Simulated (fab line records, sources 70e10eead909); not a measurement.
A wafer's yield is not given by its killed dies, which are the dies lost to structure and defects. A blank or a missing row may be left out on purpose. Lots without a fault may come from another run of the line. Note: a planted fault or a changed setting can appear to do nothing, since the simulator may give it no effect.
Chamber matching | flow nand-harc | pecvd-01 running NHARC_P_M0_PRE_CLEAN_31: 3 sister chambers
The step time 12 s. 3 wafers are shown with their chamber, then 11 later ones without.

## WAFERS, EACH WITH ITS CHAMBER
wafer  | chamber | heater-power-w (W)
L088.1 | 2       | 733
L088.4 | 1       | 640
L089.2 | 0       | 571

## WAFERS WHOSE CHAMBER IS MISSING
wafer  | heater-power-w (W)
L089.4 | 587
L089.5 | 601
L094.1 | 722
L094.3 | 637
L094.6 | 645
L095.2 | 569
L095.4 | 749
L095.5 | 661
L096.1 | 624
L096.4 | 690
L096.5 | 598

## THE CHAMBER EACH PASSED THROUGH
wafer  | from the rows above     | in truth
L089.4 | can't be placed: 0 or 1 | 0
L089.5 | can't be placed: 0 or 1 | 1
L094.1 | 2                       | 2
L094.3 | 1                       | 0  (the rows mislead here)
L094.6 | 1                       | 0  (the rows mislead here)
L095.2 | 0                       | 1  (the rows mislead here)
L095.4 | 2                       | 2
L095.5 | 1                       | 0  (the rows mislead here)
L096.1 | can't be placed: 1 or 0 | 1
L096.4 | can't be placed: 2 or 1 | 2
L096.5 | can't be placed: 0 or 1 | 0
Placed correctly: 2 of 11. From these rows, 5 cannot be placed; in 5 the true chamber is one of the candidates. Wrongly placed: 4.
How it was worked out, from the rows above alone: a wafer's distance from a chamber is the root of the sum, over the readings, of the square of ((its reading less the chamber's mean) divided by the reading's scatter). The wafer belongs to the nearest chamber; if the next one is less than 2 further off, it can't be placed. Each chamber's mean is taken over the wafers shown for it. The scatter: with one shown wafer a chamber, the root of the mean of the squares of how far each hidden wafer lies from its nearest shown one.
